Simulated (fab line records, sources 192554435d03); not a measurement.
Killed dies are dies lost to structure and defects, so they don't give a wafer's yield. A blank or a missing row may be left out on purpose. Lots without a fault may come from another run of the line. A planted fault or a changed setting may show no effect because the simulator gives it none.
Split-lot experiment | flow n5_finfet | 7 lots, 39 wafers read, on a route of 1938 steps

THE SPLIT
At N5_PASSIVATION_DEVELOP_43 (develop time 60 s), the setting develop_time_s was moved away from the recipe's 60 s on 15 of the 39 wafers read, by -44.6% to +54.3%. The other wafers ran this setting at the recipe's value.

FROM THE SPLIT TO THE READING: what the file shows between them, 1 step
- N5_PASSIVATION_HARDBAKE_45: time 120 s

THE READING
cd_nm, in nm, at N5_PASSIVATION_CD_MEAS_44 (target cd 40000 nm). Fault-free wafers of this fab line usually give 40000 nm, standard deviation 3 nm.

wafer  | tool, chamber at the split | develop_time_s as run, s | against the recipe | cd_nm, nm | against lot-mates on the recipe
L078.1 | litho_track-05, 0          | 60                       | recipe             | 40002     | -
L078.2 | litho_track-05, 0          | 60                       | recipe             | 40001     | -
L078.3 | litho_track-05, 0          | 46.09                    | -23.2%             | 39988     | -13
L078.4 | litho_track-05, 0          | 60                       | recipe             | 39999     | -
L078.5 | litho_track-05, 0          | 46.09                    | -23.2%             | 39990     | -11
L078.6 | litho_track-05, 0          | 46.09                    | -23.2%             | 39991     | -10
L079.1 | litho_track-02, 0          | 60                       | recipe             | 39997     | -
L079.2 | litho_track-02, 0          | 60                       | recipe             | 39998     | -
L079.3 | litho_track-02, 0          | 60                       | recipe             | 39999     | -
L079.4 | litho_track-02, 0          | 60                       | recipe             | 39999     | -
L079.5 | litho_track-02, 0          | 60                       | recipe             | 39996     | -
L079.6 | litho_track-02, 0          | 60                       | recipe             | 40004     | -
L082.1 | litho_track-02, 0          | 92.57                    | +54.3%             | 40022     | +17
L082.2 | litho_track-02, 0          | 60                       | recipe             | 40003     | -
L082.3 | litho_track-02, 0          | 60                       | recipe             | 40007     | -
L082.4 | litho_track-02, 0          | 92.57                    | +54.3%             | 40018     | +13
L082.5 | litho_track-02, 0          | 92.57                    | +54.3%             | 40022     | +17
L082.6 | litho_track-02, 0          | 60                       | recipe             | 40006     | -
L083.1 | litho_track-02, 0          | 60                       | recipe             | 39997     | -
L083.2 | litho_track-02, 0          | 60                       | recipe             | 40003     | -
L083.3 | litho_track-02, 0          | 41.41                    | -31.0%             | 39985     | -15
L083.4 | litho_track-02, 0          | 41.41                    | -31.0%             | 39983     | -17
L083.5 | litho_track-02, 0          | 60                       | recipe             | 39999     | -
L083.6 | litho_track-02, 0          | 41.41                    | -31.0%             | 39983     | -17
L086.1 | litho_track-02, 0          | 60                       | recipe             | 39994     | -
L086.2 | litho_track-02, 0          | 33.23                    | -44.6%             | 39971     | -26
L086.3 | litho_track-02, 0          | 33.23                    | -44.6%             | 39972     | -25
L086.4 | litho_track-02, 0          | 33.23                    | -44.6%             | 39967     | -30
L086.5 | litho_track-02, 0          | 60                       | recipe             | 39996     | -
L086.6 | litho_track-02, 0          | 60                       | recipe             | 40000     | -
L090.1 | litho_track-03, 0          | 60                       | recipe             | 40000     | -
L090.2 | litho_track-03, 0          | 87.84                    | +46.4%             | 40016     | +17
L090.3 | litho_track-03, 0          | 60                       | recipe             | 39999     | -
L090.4 | litho_track-03, 0          | 87.84                    | +46.4%             | 40016     | +17
L090.5 | litho_track-03, 0          | 87.84                    | +46.4%             | 40015     | +16
L090.6 | litho_track-03, 0          | 60                       | recipe             | 39999     | -
L094.2 | litho_track-02, 0          | 60                       | recipe             | 39999     | -
L094.4 | litho_track-02, 0          | 60                       | recipe             | 40000     | -
L094.5 | litho_track-02, 0          | 60                       | recipe             | 39999     | -

THE FIT
A straight line over all 39 wafers: cd_nm changes by +0.458 nm for each +1% of develop_time_s; r = +0.95; the points scatter about the line by 3.9 nm.
The same after taking each lot's own level away (the mean of its wafers on the recipe; 39 wafers): +0.412 nm for each +1%; r = +0.96; scatter 3.4 nm.
On that fit, the largest move of develop_time_s shifts the reading by 22 nm.
The lots' own levels span 39996.7 to 40005.3 nm, that is 2.9 times the standard deviation above.
So the lot-to-lot level changes the slope: the two fits differ.
Check: with one of the wafers moved furthest among these (+54.3%) left out of the fit, the line predicts +21.2 nm for it against its lot-mates. It came out at +16.7 nm against them.

OTHER SPLITS ON THESE WAFERS
These wafers also went through other splits before the reading. Each is held against what the fit with the lots' levels taken away leaves over:
other split on the same wafers        | wafers away from the commonest value | r with cd_nm (lot level and that fit taken away)
N5_PASSIVATION_ETCH_15 target_depth_a | 15                                   | +0.30

THE FILE'S OWN FIT
cd_nm changes by +0.413 nm for each +1% of develop_time_s, r = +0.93.
